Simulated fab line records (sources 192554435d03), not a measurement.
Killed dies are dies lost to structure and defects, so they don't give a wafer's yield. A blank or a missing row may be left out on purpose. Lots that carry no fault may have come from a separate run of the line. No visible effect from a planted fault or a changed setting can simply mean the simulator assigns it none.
Chamber matching | flow n5-finfet | N5_BEOL_M0_SAQP_PECVD_04 on pecvd-01: 3 sister chambers
The step deposits a-Si from SiH4/He, target thk 60 nm, time 60.2 s. 18 wafers are shown with their chamber, then 9 later ones without.

WAFERS PAIRED WITH THEIR CHAMBERS
wafer  | chamber | throttle-valve-pct (%) | showerhead-plenum-p-Torr (Torr) | heater-power-w (W)
L076.2 | 2       | 17.4                   | 5.59                            | 630
L076.4 | 2       | 17.3                   | 5.59                            | 630
L076.6 | 1       | 19.1                   | 5.65                            | 749
L078.1 | 0       | 19.0                   | 5.68                            | 766
L078.3 | 2       | 17.2                   | 5.59                            | 648
L078.6 | 2       | 17.2                   | 5.59                            | 542
L080.1 | 2       | 17.4                   | 5.59                            | 632
L080.3 | 0       | 19.5                   | 5.66                            | 699
L080.6 | 1       | 19.1                   | 5.67                            | 809
L082.1 | 0       | 19.4                   | 5.67                            | 694
L082.4 | 1       | 19.0                   | 5.66                            | 684
L082.6 | 0       | 19.2                   | 5.66                            | 697
L083.1 | 0       | 19.2                   | 5.67                            | 751
L083.2 | 2       | 17.3                   | 5.60                            | 623
L083.4 | 1       | 19.4                   | 5.67                            | 767
L084.3 | 0       | 19.4                   | 5.67                            | 771
L084.5 | 1       | 19.2                   | 5.65                            | 748
L084.6 | 0       | 19.4                   | 5.66                            | 763

SIGNATURES, as means of the wafers listed above
reading                  | chamber 0 | chamber 1 | chamber 2 | scatter within a chamber
throttle-valve-pct       | 19.300    | 19.160    | 17.300    | 0.144
showerhead-plenum-p-Torr | 5.6671    | 5.6600    | 5.5917    | 0.00742
heater-power-w           | 734.43    | 751.40    | 617.50    | 39.2
Rule: for each reading, subtract the chamber's mean from the wafer's reading, divide by that reading's scatter and square the result; add these up over the readings and take the root, which gives the wafer's distance from the chamber. The wafer belongs to the nearest chamber; if the next one is less than 2 further off, it can't be placed. How the scatter is found: for the shown wafers, subtract from each reading the mean of its chamber, square and add these, divide the total by (wafers less chambers), then take the root.

WAFERS WITH NO CHAMBER GIVEN
wafer  | throttle-valve-pct (%) | showerhead-plenum-p-Torr (Torr) | heater-power-w (W)
L085.2 | 17.5                   | 5.60                            | 598
L085.4 | 17.4                   | 5.59                            | 596
L085.6 | 19.4                   | 5.66                            | 661
L086.1 | 17.5                   | 5.58                            | 601
L086.2 | 19.5                   | 5.66                            | 730
L086.4 | 17.7                   | 5.59                            | 593
L095.1 | 19.2                   | 5.68                            | 767
L095.3 | 17.6                   | 5.61                            | 615
L095.4 | 19.5                   | 5.67                            | 766

CHAMBER TAKEN BY EACH
wafer  | from the rows above     | in truth
L085.2 | 2                       | 2
L085.4 | 2                       | 2
L085.6 | can't be placed: 0 or 1 | 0
L086.1 | 2                       | 2
L086.2 | can't be placed: 0 or 1 | 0
L086.4 | 2                       | 2
L095.1 | can't be placed: 0 or 1 | 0
L095.3 | 2                       | 2
L095.4 | can't be placed: 0 or 1 | 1
Correct placement for 5 of the 9. Cannot be placed on the basis of these rows: 4; the candidates contain the true chamber in 4. Wrongly placed: 0.
